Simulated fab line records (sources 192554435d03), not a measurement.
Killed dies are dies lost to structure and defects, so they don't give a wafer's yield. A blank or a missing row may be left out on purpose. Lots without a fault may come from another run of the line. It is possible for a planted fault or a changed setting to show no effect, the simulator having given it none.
fab line records | flow n5_finfet | part 2 of 2: steps 4 to 6 of 6
record: lots: 22 | wafers: 66 | last_day: 18
route steps=1938 shown BEOL_M2@881
lots with no fault: from the same line, run without faults
start_h: hours from the record's first day to the start of the lot's first wafer shown | wait_h: how many hours have passed since the lot's step before this one | " same as the row above | L1.1+2: one row covering several wafers at once | - value missing, or start not given | * or withheld: withheld | < > ~ a bound
route shown NAME@n: names a module that has steps shown in the file, with the first one's number in the route | usual: average and standard deviation across the fault-free wafers | same: alike in all rows | chamber/n: place in a boat | sites: each site's reading | _std_site: how widely they spread, as a standard deviation | _edge_site: mean of outer sites minus mean of inner sites | radius_mm: for every site, how far away it sits from the centre of the wafer | mask NAME#n: copy n | behind: the most recent tool/chamber to have shaped the wafer | hold: why the lot went on hold/how many hours it stayed there/how the hold came to an end | device: whichever transistor did not switch (one of n, p or np) | end of line: tests of these same wafers at the route's end | a step given without rows: its recipe and nothing more | killed: dies that structure and defects cost at the first sort, which is not the same as the wafer's yield | map: shows each die of a wafer: x if killed, . if not, _ if none is there
set.NAME: the setting as run; set.NAME@STEP: as run at that earlier step | model.NAME: the simulator's own value behind a step, which no gauge read
steps of the route over a sample of lots; a table a step, a row a wafer
services: when a tool's chamber went out of use (start_h, in hours from the record's first day, below 0 if earlier), for how many hours, and the reason
== steps ==
step: N5_BEOL_M2_STRIP_97
recipe: chemistry: N2/H2 | time_s: 10 | power_w: 450 | temp_c: 40 | pressure_mtorr: 20 | rf_frequency_hz: 6e+07 | bias_power_w: 7 | n2_flow_sccm: 200 | h2_flow_sccm: 200
usual: drypump_motor_current_A: 5.8/0.43 | oes_product_au: 0.79/0.084 | rf_vpp_V: 59.2/0.89 | showerhead_plenum_p_Torr: 2.52/0.12 | temp_c: 39.99/0.11 | throttle_valve_pct: 23.52/0.18
lot.wafer | tool        | chamber | start_h | wait_h | drypump_motor_current_A | oes_product_au | rf_hours_counter_h | rf_vpp_V | showerhead_plenum_p_Torr | temp_c | throttle_valve_pct
L074.2    | rie_diel-05 | 2       | -       | -      | 6.2                     | 0.75           | 165                | 58.8     | 2.45                     | 39.90  | 23.48
L074.3    | "           | 3       | "       | "      | 5.9                     | 0.84           | 84                 | 57.5     | 2.70                     | 40.05  | 23.72
L074.5    | "           | 1       | "       | "      | 6.5                     | 0.65           | -                  | 58.9     | 2.38                     | 39.96  | 23.28
L075.3    | rie_diel-03 | 3       | -       | -      | 5.3                     | 0.72           | 195                | 58.3     | 2.52                     | 39.96  | 23.60
L075.5    | "           | 1       | "       | "      | 6.0                     | 0.77           | -                  | 57.9     | 2.41                     | 40.01  | 23.47
L075.6    | "           | 2       | "       | "      | 5.2                     | 0.81           | -                  | 60.4     | 2.45                     | 39.91  | 23.47
L076.1    | rie_diel-05 | 3       | -       | -      | 5.9                     | 0.83           | 86                 | 57.8     | 2.70                     | 39.97  | 23.74
L076.2    | "           | 1       | "       | "      | 6.5                     | 0.65           | 244                | 57.3     | 2.38                     | 39.92  | 23.27
L076.5    | "           | 3       | "       | "      | 5.9                     | 0.84           | -                  | 59.9     | 2.70                     | 40.01  | 23.73
L077.3    | rie_diel-03 | 0       | -       | -      | 5.5                     | 0.89           | 35                 | 58.4     | 2.69                     | 40.00  | 23.31
L077.4    | "           | 1       | "       | "      | 6.1                     | 0.77           | 124                | 60.3     | 2.41                     | 40.13  | 23.49
L077.6    | "           | 0       | "       | "      | 5.5                     | 0.89           | -                  | 59.8     | 2.69                     | 39.95  | 23.29
L078.1    | rie_diel-05 | 1       | -       | -      | 6.5                     | 0.65           | 247                | 58.8     | 2.38                     | 40.00  | 23.27
L078.3    | "           | 3       | "       | "      | 6.0                     | 0.83           | 90                 | 58.3     | 2.70                     | 39.94  | 23.74
L078.5    | "           | 3       | "       | "      | 6.0                     | 0.84           | -                  | 58.9     | 2.70                     | 40.09  | 23.73
L079.4    | rie_diel-03 | 3       | -       | -      | 5.3                     | 0.70           | 205                | 59.2     | 2.52                     | 39.92  | 23.60
L079.5    | "           | 0       | "       | "      | 5.5                     | 0.88           | -                  | 59.5     | 2.69                     | 39.90  | 23.30
L079.6    | "           | 3       | "       | "      | 5.4                     | 0.70           | -                  | 57.8     | 2.52                     | 40.18  | 23.61
L080.2    | rie_diel-04 | 1       | -       | -      | 4.9                     | 0.70           | 186                | 59.9     | 2.43                     | 39.98  | 23.62
L080.3    | "           | 0       | "       | "      | 5.5                     | 0.97           | 11                 | 58.9     | 2.60                     | 39.95  | 23.52
L080.4    | "           | 1       | "       | "      | 4.9                     | 0.71           | -                  | 58.3     | 2.42                     | 39.76  | 23.61
L081.1    | rie_diel-05 | 3       | -       | -      | 5.9                     | 0.82           | 100                | 60.5     | 2.70                     | 40.06  | 23.74
L081.2    | "           | 2       | "       | "      | 6.3                     | 0.75           | 182                | 58.0     | 2.44                     | 39.89  | 23.49
L081.6    | "           | 0       | "       | "      | 5.8                     | 0.95           | -                  | 59.1     | 2.47                     | 39.91  | 23.43
L082.1    | rie_diel-05 | 0       | -       | -      | 5.8                     | 0.95           | 13                 | 59.1     | 2.47                     | 39.95  | 23.44
L082.4    | "           | 3       | "       | "      | 6.0                     | 0.82           | -                  | 59.6     | 2.69                     | 39.98  | 23.76
L082.6    | "           | 2       | "       | "      | 6.3                     | 0.75           | -                  | 59.4     | 2.44                     | 40.10  | 23.51
L083.4    | rie_diel-03 | 3       | -       | -      | 5.3                     | 0.69           | 210                | 59.8     | 2.52                     | 39.84  | 23.60
L083.5    | "           | 2       | "       | "      | 5.2                     | 0.79           | -                  | 59.1     | 2.44                     | 40.06  | 23.48
L083.6    | "           | 3       | "       | "      | 5.3                     | 0.70           | -                  | 59.3     | 2.52                     | 39.83  | 23.62
L084.4    | rie_diel-03 | 1       | -       | -      | 6.0                     | 0.75           | 140                | 59.1     | 2.41                     | 39.91  | 23.50
L084.5    | "           | 3       | "       | "      | 5.4                     | 0.70           | -                  | 58.6     | 2.51                     | 39.95  | 23.61
L084.6    | "           | 0       | "       | "      | 5.5                     | 0.87           | -                  | 59.3     | 2.69                     | 39.98  | 23.31
L086.2    | rie_diel-03 | 1       | -       | -      | 6.0                     | 0.76           | 143                | 60.3     | 2.41                     | 40.06  | 23.51
L086.3    | "           | 3       | "       | "      | 5.3                     | 0.70           | 218                | 60.2     | 2.51                     | 39.99  | 23.62
L086.6    | "           | 3       | "       | "      | 5.3                     | 0.71           | -                  | 57.3     | 2.51                     | 40.13  | 23.60
L087.2    | rie_diel-03 | 2       | -       | -      | 5.2                     | 0.78           | 136                | 60.0     | 2.44                     | 39.90  | 23.50
L087.4    | "           | 3       | "       | "      | 5.4                     | 0.70           | 220                | 60.6     | 2.51                     | 39.87  | 23.62
L087.5    | "           | 3       | "       | "      | 5.3                     | 0.70           | -                  | 59.4     | 2.51                     | 40.01  | 23.62
L088.1    | rie_diel-05 | 3       | -       | -      | 6.0                     | 0.81           | 121                | 59.8     | 2.69                     | 39.85  | 23.76
L088.2    | "           | 1       | "       | "      | 6.5                     | 0.95           | 10                 | 58.7     | 2.69                     | 40.03  | 23.20
L088.4    | "           | 0       | "       | "      | 5.8                     | 0.93           | 29                 | 59.0     | 2.46                     | 39.85  | 23.48
L089.2    | rie_diel-03 | 2       | -       | -      | 5.2                     | 0.77           | 140                | 58.2     | 2.44                     | 39.91  | 23.50
L089.4    | "           | 3       | "       | "      | 5.4                     | 0.70           | 224                | 59.9     | 2.51                     | 40.02  | 23.63
L089.5    | "           | 0       | "       | "      | 5.5                     | 0.86           | -                  | 59.2     | 2.68                     | 40.25  | 23.31
L090.1    | rie_diel-03 | 1       | -       | -      | 6.0                     | 0.75           | 150                | 58.2     | 2.40                     | 39.85  | 23.51
L090.4    | "           | 3       | "       | "      | 5.3                     | 0.70           | 224                | 58.8     | 2.51                     | 40.04  | 23.63
L090.5    | "           | 0       | "       | "      | 5.5                     | 0.85           | -                  | 60.0     | 2.68                     | 40.20  | 23.32
L091.2    | rie_diel-04 | 1       | -       | -      | 4.9                     | 0.68           | 213                | 57.9     | 2.41                     | 39.99  | 23.65
L091.3    | "           | 3       | "       | "      | 5.3                     | 0.94           | 20                 | 58.9     | 2.69                     | 39.89  | 23.38
L091.5    | "           | 1       | "       | "      | 4.9                     | 0.69           | -                  | 58.7     | 2.41                     | 39.89  | 23.64
L093.1    | rie_diel-05 | 0       | -       | -      | 5.8                     | 0.89           | 39                 | 58.6     | 2.46                     | 39.99  | 23.48
L093.2    | "           | 1       | "       | "      | 6.5                     | 0.90           | 20                 | 59.7     | 2.68                     | 39.97  | 23.24
L093.3    | "           | 3       | "       | "      | 6.0                     | 0.79           | 129                | 58.7     | 2.68                     | 39.98  | 23.79
L092.2    | rie_diel-05 | 3       | -       | -      | 6.0                     | 0.80           | 130                | 60.6     | 2.68                     | 40.10  | 23.81
L092.4    | "           | 0       | "       | "      | 5.8                     | 0.89           | 41                 | 59.3     | 2.46                     | 39.90  | 23.46
L092.6    | "           | 0       | "       | "      | 5.8                     | 0.89           | -                  | 58.4     | 2.46                     | 40.11  | 23.46
L094.2    | rie_diel-03 | 3       | -       | -      | 5.4                     | 0.68           | 234                | 59.5     | 2.51                     | 40.04  | 23.63
L094.4    | "           | 0       | "       | "      | 5.5                     | 0.84           | 71                 | 60.4     | 2.68                     | 40.26  | 23.33
L094.5    | "           | 1       | "       | "      | 6.0                     | 0.75           | -                  | 57.8     | 2.40                     | 40.12  | 23.53
L096.2    | rie_diel-03 | 1       | -       | -      | 6.1                     | 0.74           | 160                | 59.3     | 2.40                     | 39.95  | 23.54
L096.3    | "           | 0       | "       | "      | 5.5                     | 0.83           | 74                 | 60.2     | 2.68                     | 39.98  | 23.32
L096.6    | "           | 0       | "       | "      | 5.5                     | 0.84           | -                  | 59.5     | 2.68                     | 39.91  | 23.36
L097.2    | rie_diel-05 | 3       | -       | -      | 5.9                     | 0.78           | 140                | 59.8     | 2.68                     | 40.07  | 23.80
L097.4    | "           | 1       | "       | "      | 6.5                     | 0.90           | 31                 | 59.7     | 2.68                     | 40.01  | 23.23
L097.6    | "           | 0       | "       | "      | 5.8                     | 0.87           | -                  | 59.5     | 2.45                     | 40.07  | 23.48
step: N5_BEOL_M2_OCD_MEAS_38
usual: trench_depth_nm: 56.1/1.4
lot.wafer | tool   | chamber | start_h | wait_h | trench_depth_nm
L074.2    | ocd-02 | -       | 140.72  | -      | 56.6
L074.3    | "      | -       | "       | "      | 57.0
L074.5    | "      | -       | "       | "      | 54.6
L075.3    | ocd-01 | -       | 142.70  | -      | 55.4
L075.5    | "      | -       | "       | "      | 56.8
L075.6    | "      | -       | "       | "      | 57.0
L076.1    | ocd-02 | -       | 146.37  | -      | 56.6
L076.2    | "      | -       | "       | "      | 53.8
L076.5    | "      | -       | "       | "      | 56.4
L077.3    | ocd-02 | -       | 154.74  | -      | 58.9
L077.4    | "      | -       | "       | "      | 57.0
L077.6    | "      | -       | "       | "      | 58.9
L078.1    | ocd-02 | -       | 155.07  | -      | 53.5
L078.3    | "      | -       | "       | "      | 56.9
L078.5    | "      | -       | "       | "      | 56.7
L079.4    | ocd-02 | -       | 172.31  | -      | 54.8
L079.5    | "      | -       | "       | "      | 58.3
L079.6    | "      | -       | "       | "      | 54.3
L080.2    | ocd-01 | -       | 176.22  | -      | 53.2
L080.3    | "      | -       | "       | "      | 58.8
L080.4    | "      | -       | "       | "      | 53.0
L081.1    | ocd-02 | -       | 176.32  | -      | 56.9
L081.2    | "      | -       | "       | "      | 55.5
L081.6    | "      | -       | "       | "      | 54.9
L082.1    | ocd-02 | -       | 185.53  | -      | 54.8
L082.4    | "      | -       | "       | "      | 57.1
L082.6    | "      | -       | "       | "      | 55.2
L083.4    | ocd-01 | -       | 185.63  | -      | 55.7
L083.5    | "      | -       | "       | "      | 57.7
L083.6    | "      | -       | "       | "      | 55.3
L084.4    | ocd-02 | -       | 199.59  | -      | 56.0
L084.5    | "      | -       | "       | "      | 54.9
L084.6    | "      | -       | "       | "      | 57.4
L086.2    | ocd-02 | -       | 210.13  | -      | 55.5
L086.3    | "      | -       | "       | "      | 55.4
L086.6    | "      | -       | "       | "      | 55.8
L087.2    | ocd-02 | -       | 216.01  | -      | 57.3
L087.4    | "      | -       | "       | "      | 55.3
L087.5    | "      | -       | "       | "      | 55.9
L088.1    | ocd-01 | -       | 225.87  | -      | 56.6
L088.2    | "      | -       | "       | "      | 55.0
L088.4    | "      | -       | "       | "      | 55.6
L089.2    | ocd-01 | -       | 226.02  | -      | 56.8
L089.4    | "      | -       | "       | "      | 55.3
L089.5    | "      | -       | "       | "      | 58.1
L090.1    | ocd-01 | -       | 229.14  | -      | 56.0
L090.4    | "      | -       | "       | "      | 55.5
L090.5    | "      | -       | "       | "      | 58.8
L091.2    | ocd-02 | -       | 248.66  | -      | 52.5
L091.3    | "      | -       | "       | "      | 57.7
L091.5    | "      | -       | "       | "      | 51.9
L093.1    | ocd-01 | -       | 252.23  | -      | 55.2
L093.2    | "      | -       | "       | "      | 55.3
L093.3    | "      | -       | "       | "      | 56.9
L092.2    | ocd-02 | -       | 255.93  | -      | 56.4
L092.4    | "      | -       | "       | "      | 55.8
L092.6    | "      | -       | "       | "      | 55.2
L094.2    | ocd-01 | -       | 256.10  | -      | 55.2
L094.4    | "      | -       | "       | "      | 58.5
L094.5    | "      | -       | "       | "      | 55.9
L096.2    | ocd-02 | -       | 264.12  | -      | 55.7
L096.3    | "      | -       | "       | "      | 57.7
L096.6    | "      | -       | "       | "      | 57.2
L097.2    | ocd-01 | -       | 286.50  | -      | 55.4
L097.4    | "      | -       | "       | "      | 55.3
L097.6    | "      | -       | "       | "      | 55.0
step: N5_BEOL_M2_SURFACE_TREAT_85
recipe: gas: Ar | time_s: * | ion_energy_ev: * | ion_current_ma_cm2: 0.5 | pressure_mtorr: * | ar_flow_sccm: 30
usual: throttle_valve_pct: *
lot.wafer | tool           | chamber | start_h | wait_h | throttle_valve_pct
L074.2    | pvd_sputter-03 | -       | 142.32  | 0.6    | *
L074.3    | "              | -       | "       | "      | *
L074.5    | "              | -       | "       | "      | *
L075.3    | pvd_sputter-02 | -       | 143.76  | 0.2    | *
L075.5    | "              | -       | "       | "      | *
L075.6    | "              | -       | "       | "      | *
L076.1    | pvd_sputter-01 | -       | 147.27  | 0.2    | *
L076.2    | "              | -       | "       | "      | *
L076.5    | "              | -       | "       | "      | *
L077.3    | pvd_sputter-02 | -       | 155.60  | 0.1    | *
L077.4    | "              | -       | "       | "      | *
L077.6    | "              | -       | "       | "      | *
L078.1    | pvd_sputter-01 | -       | 155.70  | 0.1    | *
L078.3    | "              | -       | "       | "      | *
L078.5    | "              | -       | "       | "      | *
L079.4    | pvd_sputter-03 | -       | 172.91  | 0.0    | *
L079.5    | "              | -       | "       | "      | *
L079.6    | "              | -       | "       | "      | *
L080.2    | pvd_sputter-02 | -       | 176.98  | 0.3    | *
L080.3    | "              | -       | "       | "      | *
L080.4    | "              | -       | "       | "      | *
L081.1    | pvd_sputter-02 | -       | 177.02  | 0.2    | *
L081.2    | "              | -       | "       | "      | *
L081.6    | "              | -       | "       | "      | *
L082.1    | pvd_sputter-02 | -       | 186.70  | 0.3    | *
L082.4    | "              | -       | "       | "      | *
L082.6    | "              | -       | "       | "      | *
L083.4    | pvd_sputter-01 | -       | 186.86  | 0.4    | *
L083.5    | "              | -       | "       | "      | *
L083.6    | "              | -       | "       | "      | *
L084.4    | pvd_sputter-01 | -       | 200.74  | 0.6    | *
L084.5    | "              | -       | "       | "      | *
L084.6    | "              | -       | "       | "      | *
L086.2    | pvd_sputter-03 | -       | 211.53  | 0.4    | *
L086.3    | "              | -       | "       | "      | *
L086.6    | "              | -       | "       | "      | *
L087.2    | pvd_sputter-03 | -       | 216.99  | 0.3    | *
L087.4    | "              | -       | "       | "      | *
L087.5    | "              | -       | "       | "      | *
L088.1    | pvd_sputter-02 | -       | 226.48  | 0.1    | *
L088.2    | "              | -       | "       | "      | *
L088.4    | "              | -       | "       | "      | *
L089.2    | pvd_sputter-02 | -       | 228.62  | 1.7    | *
L089.4    | "              | -       | "       | "      | *
L089.5    | "              | -       | "       | "      | *
L090.1    | pvd_sputter-03 | -       | 230.27  | 0.5    | *
L090.4    | "              | -       | "       | "      | *
L090.5    | "              | -       | "       | "      | *
L091.2    | pvd_sputter-03 | -       | 249.47  | 0.2    | *
L091.3    | "              | -       | "       | "      | *
L091.5    | "              | -       | "       | "      | *
L093.1    | pvd_sputter-03 | -       | 252.99  | 0.1    | *
L093.2    | "              | -       | "       | "      | *
L093.3    | "              | -       | "       | "      | *
L092.2    | pvd_sputter-03 | -       | 257.07  | 0.1    | *
L092.4    | "              | -       | "       | "      | *
L092.6    | "              | -       | "       | "      | *
L094.2    | pvd_sputter-01 | -       | 257.84  | 0.2    | *
L094.4    | "              | -       | "       | "      | *
L094.5    | "              | -       | "       | "      | *
L096.2    | pvd_sputter-03 | -       | 265.36  | 0.2    | *
L096.3    | "              | -       | "       | "      | *
L096.6    | "              | -       | "       | "      | *
L097.2    | pvd_sputter-02 | -       | 288.27  | 0.2    | *
L097.4    | "              | -       | "       | "      | *
L097.6    | "              | -       | "       | "      | *
== services ==
tool           | chamber | start_h | hours | kind
rie_diel-04    | 1       | 122.19  | 9.0   | repair
rie_diel-05    | 0       | 125.61  | 4.7   | repair
rie_diel-05    | 0       | 130.41  | -     | clean
rie_diel-05    | 0       | 130.41  | -     | consumable_replace:focus_ring
rie_diel-05    | 0       | 130.41  | 26.4  | scheduled_down
rie_diel-05    | 0       | 130.41  | 26.4  | vent_cycle
rie_diel-04    | 0       | 131.49  | -     | clean
rie_diel-04    | 0       | 131.49  | -     | consumable_replace:focus_ring
rie_diel-04    | 0       | 131.49  | 13.1  | scheduled_down
rie_diel-04    | 0       | 131.49  | 13.1  | vent_cycle
pvd_sputter-01 | -       | 131.81  | 1.2   | repair
rie_diel-05    | 1       | 160.41  | -     | clean
rie_diel-05    | 1       | 160.41  | -     | consumable_replace:focus_ring
rie_diel-05    | 1       | 160.41  | -     | consumable_replace:showerhead
rie_diel-05    | 1       | 160.41  | 34.7  | scheduled_down
rie_diel-05    | 1       | 160.41  | 34.7  | vent_cycle
rie_diel-04    | 3       | 174.86  | -     | clean
rie_diel-04    | 3       | 174.86  | -     | consumable_replace:focus_ring
rie_diel-04    | 3       | 174.86  | -     | consumable_replace:showerhead
rie_diel-04    | 3       | 174.86  | 20.3  | scheduled_down
rie_diel-04    | 3       | 174.86  | 20.3  | vent_cycle
rie_diel-04    | 2       | 201.91  | 1.7   | repair
rie_diel-05    | 3       | 236.18  | 4.1   | repair
rie_diel-03    | 1       | 247.14  | 7.8   | repair
